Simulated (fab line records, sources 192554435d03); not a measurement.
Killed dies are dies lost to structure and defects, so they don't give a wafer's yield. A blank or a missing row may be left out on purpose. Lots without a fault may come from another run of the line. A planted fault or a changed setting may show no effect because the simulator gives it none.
Which tool did it? | flow n5_finfet | 24 lots, 72 wafers sampled, at 6 steps of a route of 1938

WHAT THE GAUGES READ, wafer by wafer
N5_BEOL_M5_OVL_MEAS_12. Usual: M5_OVL 0.5 nm, standard deviation 0.72.
lot  | measured     | on         | M5_OVL (nm)   | flag
L074 | day 8 14:20  | overlay-01 | 2.0 1.5 0.5   |
L075 | day 8 21:11  | overlay-02 | -0.1 -0.2 0.2 |
L077 | day 8 22:03  | overlay-01 | 1.2 1.6 0.3   |
L076 | day 8 21:28  | overlay-02 | 1.7 0.7 0.8   |
L078 | day 9 21:27  | overlay-01 | 0.4 -0.8 1.3  |
L079 | day 10 01:23 | overlay-02 | 0.9 0.0 0.6   |
L080 | day 10 08:04 | overlay-01 | 0.3 0.7 1.6   |
L081 | day 10 10:29 | overlay-02 | 0.3 0.5 0.3   |
L082 | day 10 14:14 | overlay-01 | 0.6 1.3 1.4   |
L085 | day 11 00:47 | overlay-01 | 0.8 -0.8 0.2  |
L083 | day 11 04:34 | overlay-02 | 0.0 -0.4 0.1  |
L084 | day 11 09:07 | overlay-02 | 1.5 0.4 1.4   |
L087 | day 11 09:45 | overlay-02 | 0.3 1.1 -0.5  |
L086 | day 11 13:29 | overlay-02 | 1.5 1.3 1.2   |
L088 | day 11 18:53 | overlay-02 | 1.7 1.1 0.5   |
L089 | day 12 02:56 | overlay-02 | -0.1 0.0 -1.0 |
L090 | day 12 18:59 | overlay-01 | -0.1 0.3 0.3  |
L092 | day 12 23:53 | overlay-01 | -0.1 0.3 -0.3 |
L091 | day 13 00:16 | overlay-01 | 0.1 1.5 -0.2  |
L093 | day 13 04:31 | overlay-02 | 0.1 1.3 0.2   |
L094 | day 13 18:53 | overlay-01 | 0.4 1.8 0.2   |
L097 | day 14 02:28 | overlay-01 | 0.3 -0.6 0.3  |
L095 | day 14 03:19 | overlay-02 | -0.7 0.5 -0.8 |
L096 | day 14 04:18 | overlay-01 | 0.0 -0.8 -0.9 |

N5_BEOL_M5_OVL_MEAS_29. Usual: V4_OVL 0.2 nm, standard deviation 0.58.
lot  | measured     | on         | V4_OVL (nm)    | flag
L074 | day 8 15:15  | overlay-01 | 0.5 0.2 -0.2   |
L075 | day 8 23:08  | overlay-01 | -0.1 0.5 0.4   |
L077 | day 8 23:18  | overlay-02 | 0.3 0.2 0.4    |
L076 | day 8 22:57  | overlay-02 | 0.5 -0.4 0.1   |
L078 | day 10 00:08 | overlay-01 | 0.2 0.0 0.5    |
L079 | day 10 03:00 | overlay-02 | 0.0 0.1 -0.3   |
L080 | day 10 09:04 | overlay-02 | 1.3 0.7 0.8    |
L081 | day 10 12:38 | overlay-01 | -0.9 -0.5 0.1  |
L082 | day 10 16:18 | overlay-01 | 1.2 0.7 -0.1   |
L085 | day 11 03:25 | overlay-01 | -0.2 0.4 0.1   |
L083 | day 11 05:33 | overlay-01 | 0.4 1.2 0.0    |
L084 | day 11 11:46 | overlay-01 | 0.3 -0.1 0.8   |
L087 | day 11 11:57 | overlay-02 | 0.3 0.0 0.4    |
L086 | day 11 17:30 | overlay-02 | 0.7 1.6 -0.1   |
L088 | day 11 22:04 | overlay-01 | -0.1 -0.4 -0.9 |
L089 | day 12 05:04 | overlay-02 | 1.2 1.4 0.8    |
L090 | day 12 20:11 | overlay-02 | -0.9 0.5 -0.3  |
L092 | day 13 04:39 | overlay-02 | -1.0 0.2 -0.8  |
L091 | day 13 04:29 | overlay-01 | 0.5 -0.4 0.5   |
L093 | day 13 10:37 | overlay-01 | 0.3 -0.2 0.2   |
L094 | day 13 20:47 | overlay-02 | 1.1 0.8 0.5    |
L097 | day 14 03:38 | overlay-02 | -0.4 0.2 -0.3  |
L095 | day 14 05:56 | overlay-01 | 0.0 0.2 0.1    |
L096 | day 14 05:45 | overlay-01 | 1.2 0.0 0.1    |

WHICH TOOL RAN EACH LOT (tool, then ch and the chambers of the sampled wafers, then the start)
lot  | N5_BEOL_M4_ANNEAL_95         | N5_BEOL_M4_CO_CAP_55             | N5_BEOL_M5_PECVD_70             | N5_BEOL_M5_ETCH_62
L074 | pvd_sputter-01, day 8 10:39  | cvd_co-02 ch 0,1,2, day 8 11:41  | pecvd-03 ch 0,1,2, day 8 13:29  | rie_diel-04 ch 0,1,2, day 8 14:30
L075 | pvd_sputter-02, day 8 15:31  | cvd_co-01 ch 1,2, day 8 17:01    | pecvd-01 ch 0,1,2, day 8 18:50  | rie_diel-05 ch 0,3, day 8 21:31
L077 | pvd_sputter-01, day 8 17:36  | cvd_co-01 ch 0,1, day 8 18:52    | pecvd-03 ch 0,1,2, day 8 21:10  | rie_diel-04 ch 0,1,2, day 8 22:13
L076 | pvd_sputter-02, day 8 17:43  | cvd_co-02 ch 0,1,2, day 8 18:50  | pecvd-03 ch 0,1,2, day 8 20:38  | rie_diel-01 ch 0,3, day 8 21:38
L078 | pvd_sputter-03, day 9 16:26  | cvd_co-02 ch 0,2, day 9 17:44    | pecvd-02 ch 0,1, day 9 20:01    | rie_diel-05 ch 0,1,3, day 9 21:37
L079 | pvd_sputter-02, day 9 21:04  | cvd_co-02 ch 0,2, day 9 22:04    | pecvd-01 ch 0,1, day 10 00:24   | rie_diel-01 ch 0,2,3, day 10 01:33
L080 | pvd_sputter-03, day 10 03:23 | cvd_co-02 ch 0,2, day 10 04:41   | pecvd-02 ch 0,1, day 10 06:59   | rie_diel-05 ch 0,1,3, day 10 08:14
L081 | pvd_sputter-02, day 10 06:20 | cvd_co-01 ch 0,1, day 10 07:20   | pecvd-03 ch 0,1,2, day 10 09:08 | rie_diel-05 ch 0,2,3, day 10 10:41
L082 | pvd_sputter-02, day 10 10:29 | cvd_co-01 ch 0,2, day 10 11:29   | pecvd-03 ch 0,1, day 10 13:18   | rie_diel-04 ch 0,2, day 10 14:30
L085 | pvd_sputter-03, day 10 20:41 | cvd_co-02 ch 0,1,2, day 10 21:43 | pecvd-03 ch 0,1,2, day 10 23:31 | rie_diel-05 ch 0,3, day 11 01:17
L083 | pvd_sputter-01, day 10 23:43 | cvd_co-01 ch 0,2, day 11 00:44   | pecvd-02 ch 0,1, day 11 02:32   | rie_diel-04 ch 0,1,2, day 11 04:44
L084 | pvd_sputter-03, day 11 03:17 | cvd_co-02 ch 0,2, day 11 04:26   | pecvd-03 ch 0,1,2, day 11 06:14 | rie_diel-05 ch 2,3, day 11 09:17
L087 | pvd_sputter-03, day 11 05:08 | cvd_co-01 ch 0,1,2, day 11 06:16 | pecvd-01 ch 0,1,2, day 11 08:04 | rie_diel-05 ch 0,3, day 11 09:55
L086 | pvd_sputter-01, day 11 08:25 | cvd_co-01 ch 0,1, day 11 09:25   | pecvd-03 ch 1,2, day 11 11:42   | rie_diel-04 ch 1,3, day 11 13:38
L088 | pvd_sputter-02, day 11 15:20 | cvd_co-02 ch 1,2, day 11 16:20   | pecvd-01 ch 0,1,2, day 11 18:08 | rie_diel-05 ch 0,3, day 11 19:03
L089 | pvd_sputter-02, day 11 22:40 | cvd_co-01 ch 0,1,2, day 11 23:41 | pecvd-01 ch 1,2, day 12 01:30   | rie_diel-04 ch 2,3, day 12 03:06
L090 | pvd_sputter-03, day 12 14:16 | cvd_co-02 ch 0,2, day 12 15:17   | pecvd-02 ch 0,2, day 12 17:34   | rie_diel-01 ch 0,3, day 12 19:14
L092 | pvd_sputter-01, day 12 18:42 | cvd_co-01 ch 0,1,2, day 12 19:43 | pecvd-02 ch 0,1,2, day 12 21:48 | rie_diel-05 ch 1,2,3, day 13 00:20
L091 | pvd_sputter-03, day 12 19:56 | cvd_co-01 ch 0,1,2, day 12 20:57 | pecvd-02 ch 0,1,2, day 12 23:14 | rie_diel-04 ch 0,2, day 13 00:55
L093 | pvd_sputter-03, day 12 22:49 | cvd_co-01 ch 0,1,2, day 12 23:49 | pecvd-02 ch 0,1,2, day 13 01:38 | rie_diel-05 ch 0,2,3, day 13 05:02
L094 | pvd_sputter-02, day 13 14:44 | cvd_co-02 ch 0,1, day 13 15:44   | pecvd-03 ch 0,1, day 13 17:34   | rie_diel-04 ch 0,1, day 13 19:13
L097 | pvd_sputter-02, day 13 22:07 | cvd_co-01 ch 1,2, day 13 23:07   | pecvd-02 ch 0,1,2, day 14 01:25 | rie_diel-04 ch 0,1, day 14 02:38
L095 | pvd_sputter-03, day 13 22:21 | cvd_co-01 ch 0,1, day 13 23:39   | pecvd-01 ch 1,2, day 14 01:28   | rie_diel-01 ch 1,2,3, day 14 03:29
L096 | pvd_sputter-01, day 14 00:32 | cvd_co-02 ch 0,1, day 14 01:32   | pecvd-03 ch 0,1,2, day 14 03:21 | rie_diel-05 ch 1,2,3, day 14 04:28
- N5_BEOL_M4_ANNEAL_95: time 240 s.
- N5_BEOL_M4_CO_CAP_55: material Co, precursor CCTBA/H2, target thk 2 nm, time 102.1 s.
- N5_BEOL_M5_PECVD_70: deposits SiO2 from TEOS/O2, target thk 16 nm, time 18 s.
- N5_BEOL_M5_ETCH_62: etches SOC in N2/H2, target depth 75 nm, overetch 15 nm, time 112.5 s.

WHAT THE TOOLS THEMSELVES READ (means of the sampled wafers that have a number; where no wafer has one, the mark that the record gives instead)
N5_BEOL_M4_ANNEAL_95. Usual: heater_power_w 850 W, standard deviation 100; susceptor_temp_C 399.98 C, standard deviation 0.24.
lot  | tool           | heater_power_w (W) | susceptor_temp_C (C) | flag
L074 | pvd_sputter-01 | 843                | 399.81               |
L075 | pvd_sputter-02 | 795                | 400.09               |
L077 | pvd_sputter-01 | 855                | 400.00               |
L076 | pvd_sputter-02 | 830                | 400.13               |
L078 | pvd_sputter-03 | 804                | 399.94               |
L079 | pvd_sputter-02 | 777                | 400.01               |
L080 | pvd_sputter-03 | 783                | 399.93               |
L081 | pvd_sputter-02 | 859                | 400.01               |
L082 | pvd_sputter-02 | 728                | 400.12               |
L085 | pvd_sputter-03 | 797                | 399.83               |
L083 | pvd_sputter-01 | 899                | 400.10               |
L084 | pvd_sputter-03 | 821                | 399.88               |
L087 | pvd_sputter-03 | 824                | 400.03               |
L086 | pvd_sputter-01 | 851                | 400.10               |
L088 | pvd_sputter-02 | 817                | 399.85               |
L089 | pvd_sputter-02 | 798                | 399.93               |
L090 | pvd_sputter-03 | 813                | 400.23               |
L092 | pvd_sputter-01 | 837                | 399.99               |
L091 | pvd_sputter-03 | 807                | 400.16               |
L093 | pvd_sputter-03 | 813                | 399.91               |
L094 | pvd_sputter-02 | 881                | 400.16               |
L097 | pvd_sputter-02 | 756                | 400.17               |
L095 | pvd_sputter-03 | 801                | 399.88               |
L096 | pvd_sputter-01 | 859                | 399.97               |

N5_BEOL_M4_CO_CAP_55. Usual: heater_power_w 234 W, standard deviation 20; susceptor_temp_C 199.99 C, standard deviation 0.16.
lot  | tool      | heater_power_w (W) | susceptor_temp_C (C) | flag
L074 | cvd_co-02 | 242                | 200.12               |
L075 | cvd_co-01 | 226                | 200.00               |
L077 | cvd_co-01 | 228                | 200.10               |
L076 | cvd_co-02 | 246                | 200.05               |
L078 | cvd_co-02 | 233                | 200.01               |
L079 | cvd_co-02 | 229                | 199.81               |
L080 | cvd_co-02 | 253                | 200.01               |
L081 | cvd_co-01 | 226                | 199.81               |
L082 | cvd_co-01 | 221                | 199.87               |
L085 | cvd_co-02 | 245                | 199.99               |
L083 | cvd_co-01 | 218                | 200.11               |
L084 | cvd_co-02 | 252                | 200.00               |
L087 | cvd_co-01 | 228                | 200.14               |
L086 | cvd_co-01 | 224                | 200.24               |
L088 | cvd_co-02 | 227                | 199.94               |
L089 | cvd_co-01 | 222                | 199.95               |
L090 | cvd_co-02 | 233                | 199.85               |
L092 | cvd_co-01 | 223                | 200.10               |
L091 | cvd_co-01 | 224                | 200.13               |
L093 | cvd_co-01 | 226                | 200.16               |
L094 | cvd_co-02 | 259                | 200.01               |
L097 | cvd_co-01 | 226                | 199.96               |
L095 | cvd_co-01 | 229                | 199.91               |
L096 | cvd_co-02 | 266                | 199.88               |

N5_BEOL_M5_PECVD_70. Usual: heater_power_w 766 W, standard deviation 110; showerhead_plenum_p_Torr 8.82 Torr, standard deviation 0.056; susceptor_temp_C 399.97 C, standard deviation 0.21; throttle_valve_pct 21.7 %, standard deviation 1.
lot  | tool     | heater_power_w (W) | showerhead_plenum_p_Torr (Torr) | susceptor_temp_C (C) | throttle_valve_pct (%) | flag
L074 | pecvd-03 | 687                | 8.83                            | 400.16               | 21.6                   |
L075 | pecvd-01 | 824                | 8.79                            | 399.84               | 22.1                   |
L077 | pecvd-03 | 737                | 8.84                            | 400.05               | 21.6                   |
L076 | pecvd-03 | 726                | 8.84                            | 399.95               | 21.6                   |
L078 | pecvd-02 | 871                | 8.80                            | 399.97               | 22.3                   |
L079 | pecvd-01 | 837                | 8.86                            | 400.08               | 21.9                   |
L080 | pecvd-02 | 760                | 8.79                            | 400.21               | 22.4                   |
L081 | pecvd-03 | 737                | 8.84                            | 399.94               | 21.6                   |
L082 | pecvd-03 | 642                | 8.81                            | 400.02               | 22.4                   |
L085 | pecvd-03 | 710                | 8.86                            | 399.73               | 21.5                   |
L083 | pecvd-02 | 829                | 8.79                            | 400.00               | 22.5                   |
L084 | pecvd-03 | 712                | 8.84                            | 399.75               | 21.6                   |
L087 | pecvd-01 | 846                | 8.79                            | 399.94               | 21.6                   |
L086 | pecvd-03 | 692                | 8.83                            | 400.13               | 22.4                   |
L088 | pecvd-01 | 775                | 8.79                            | 399.97               | 21.5                   |
L089 | pecvd-01 | 782                | 8.71                            | 399.97               | 21.3                   |
L090 | pecvd-02 | 745                | 8.80                            | 399.86               | 20.9                   |
L092 | pecvd-02 | 793                | 8.79                            | 399.90               | 21.7                   |
L091 | pecvd-02 | 800                | 8.79                            | 400.01               | 21.8                   |
L093 | pecvd-02 | 749                | 8.79                            | 399.93               | 21.8                   |
L094 | pecvd-03 | 574                | 8.81                            | 399.99               | 22.2                   |
L097 | pecvd-02 | 776                | 8.79                            | 399.93               | 21.9                   |
L095 | pecvd-01 | 830                | 8.72                            | 400.03               | 21.4                   |
L096 | pecvd-03 | 732                | 8.84                            | 400.02               | 21.7                   |

N5_BEOL_M5_ETCH_62. Usual: drypump_motor_current_A 5.7 A, standard deviation 0.34; oes_product_au 0.62 a.u., standard deviation 0.075; rf_vpp_V 524.2 V, standard deviation 2.2; showerhead_plenum_p_Torr 2.56 Torr, standard deviation 0.072; throttle_valve_pct 17.73 %, standard deviation 0.2.
lot  | tool        | drypump_motor_current_A (A) | oes_product_au (a.u.) | rf_vpp_V (V) | showerhead_plenum_p_Torr (Torr) | throttle_valve_pct (%) | flag
L074 | rie_diel-04 | 6.1                         | 0.60                  | 524.2        | 2.57                            | 17.76                  |
L075 | rie_diel-05 | 5.5                         | 0.61                  | 525.0        | 2.58                            | 17.78                  |
L077 | rie_diel-04 | 6.0                         | 0.60                  | 525.4        | 2.57                            | 17.76                  |
L076 | rie_diel-01 | 5.6                         | 0.60                  | 522.3        | 2.48                            | 17.68                  |
L078 | rie_diel-05 | 5.4                         | 0.61                  | 524.7        | 2.59                            | 17.71                  |
L079 | rie_diel-01 | 5.5                         | 0.59                  | 523.1        | 2.50                            | 17.89                  |
L080 | rie_diel-05 | 5.4                         | 0.61                  | 526.0        | 2.58                            | 17.71                  |
L081 | rie_diel-05 | 5.6                         | 0.60                  | 524.6        | 2.57                            | 17.81                  |
L082 | rie_diel-04 | 5.8                         | 0.75                  | 524.1        | 2.58                            | 17.51                  |
L085 | rie_diel-05 | 5.5                         | 0.64                  | 526.4        | 2.64                            | 17.75                  |
L083 | rie_diel-04 | 6.0                         | 0.66                  | 524.6        | 2.57                            | 17.63                  |
L084 | rie_diel-05 | 5.8                         | 0.55                  | 523.1        | 2.51                            | 17.86                  |
L087 | rie_diel-05 | 5.5                         | 0.64                  | 526.0        | 2.64                            | 17.74                  |
L086 | rie_diel-04 | 6.2                         | 0.60                  | 525.5        | 2.59                            | 17.89                  |
L088 | rie_diel-05 | 5.5                         | 0.64                  | 526.0        | 2.64                            | 17.75                  |
L089 | rie_diel-04 | 6.1                         | 0.68                  | 523.4        | 2.52                            | 17.48                  |
L090 | rie_diel-01 | 5.4                         | 0.60                  | 522.2        | 2.51                            | 17.72                  |
L092 | rie_diel-05 | 5.6                         | 0.55                  | 523.2        | 2.51                            | 17.80                  |
L091 | rie_diel-04 | 5.8                         | 0.70                  | 525.1        | 2.57                            | 17.53                  |
L093 | rie_diel-05 | 5.6                         | 0.58                  | 525.3        | 2.56                            | 17.83                  |
L094 | rie_diel-04 | 5.8                         | 0.73                  | 525.5        | 2.60                            | 17.61                  |
L097 | rie_diel-04 | 5.9                         | 0.72                  | 525.1        | 2.60                            | 17.62                  |
L095 | rie_diel-01 | 5.5                         | 0.62                  | 521.1        | 2.48                            | 17.82                  |
L096 | rie_diel-05 | 5.6                         | 0.55                  | 522.8        | 2.51                            | 17.82                  |

THE ANSWER, worked out from the rows above alone
Rule: a lot is off if the mean of its wafers that have a number lies more than 3 standard deviations from the usual mean. A lot without any number at a reading at which 4 lots or more have one is off too. The other lots that the step has rows for count as sound. The gauges are gone through in route order, then the tools' own readings, and for those a lot's mean is taken as printed above. The first step at which some lot is off is used, and at that step the reading that is off furthest; a lot without a number counts as furthest.
No lot is off at any reading shown: from this, nothing can be told.

WHAT THE SIMULATOR HAD PUT IN
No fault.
